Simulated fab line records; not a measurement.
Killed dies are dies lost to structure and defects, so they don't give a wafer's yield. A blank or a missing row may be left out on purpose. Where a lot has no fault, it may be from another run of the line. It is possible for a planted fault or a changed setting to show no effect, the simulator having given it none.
Matching of chambers || flow n5Finfet || N5_BEOL_M8_VIA_ETCH_34 on rieDiel-03: 4 sister chambers
The step etches SiCOH lowk in C4F6/O2, target depth 125.5 nm, time 50.5 s. 4 wafers are shown with their chamber, then 8 later ones without.

== EACH WAFER AND ITS CHAMBER ==
{"wafer": "L082.5", "chamber": 1, "showerheadPlenumPTorr (Torr)": 3.01}
{"wafer": "L093.3", "chamber": 3, "showerheadPlenumPTorr (Torr)": 2.96}
{"wafer": "L093.5", "chamber": 2, "showerheadPlenumPTorr (Torr)": 2.73}
{"wafer": "L090.4", "chamber": 0, "showerheadPlenumPTorr (Torr)": 2.72}

== WAFERS WITHOUT THEIR CHAMBER ==
{"wafer": "L090.5", "showerheadPlenumPTorr (Torr)": 2.72}
{"wafer": "L090.6", "showerheadPlenumPTorr (Torr)": 3.00}
{"wafer": "L092.4", "showerheadPlenumPTorr (Torr)": 3.00}
{"wafer": "L092.5", "showerheadPlenumPTorr (Torr)": 2.72}
{"wafer": "L092.6", "showerheadPlenumPTorr (Torr)": 3.00}
{"wafer": "L097.1", "showerheadPlenumPTorr (Torr)": 2.72}
{"wafer": "L097.3", "showerheadPlenumPTorr (Torr)": 2.95}
{"wafer": "L097.5", "showerheadPlenumPTorr (Torr)": 2.72}

== WHICH CHAMBER EACH WENT THROUGH ==
{"wafer": "L090.5", "from the rows above": "can't be placed: 0 or 2", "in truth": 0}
{"wafer": "L090.6", "from the rows above": 1, "in truth": 1}
{"wafer": "L092.4", "from the rows above": 1, "in truth": 1}
{"wafer": "L092.5", "from the rows above": "can't be placed: 0 or 2", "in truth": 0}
{"wafer": "L092.6", "from the rows above": 1, "in truth": 1}
{"wafer": "L097.1", "from the rows above": "can't be placed: 0 or 2", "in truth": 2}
{"wafer": "L097.3", "from the rows above": 3, "in truth": 3}
{"wafer": "L097.5", "from the rows above": "can't be placed: 0 or 2", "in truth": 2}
Correctly placed: 4 of 8. These rows do not allow placing 4 (true chamber among the candidates in 4). Number placed wrongly: 0.
How it was worked out, from the rows above alone: a wafer's distance from a chamber is the root of the sum, over the readings, of the square of ((its reading less the chamber's mean) divided by the reading's scatter). The wafer belongs to the nearest chamber; if the next one is less than 2 further off, it can't be placed. For every chamber, the mean is computed from those of its wafers that are shown. The scatter: root of mean squared gap, hidden wafer to nearest shown wafer, with one shown wafer a chamber.
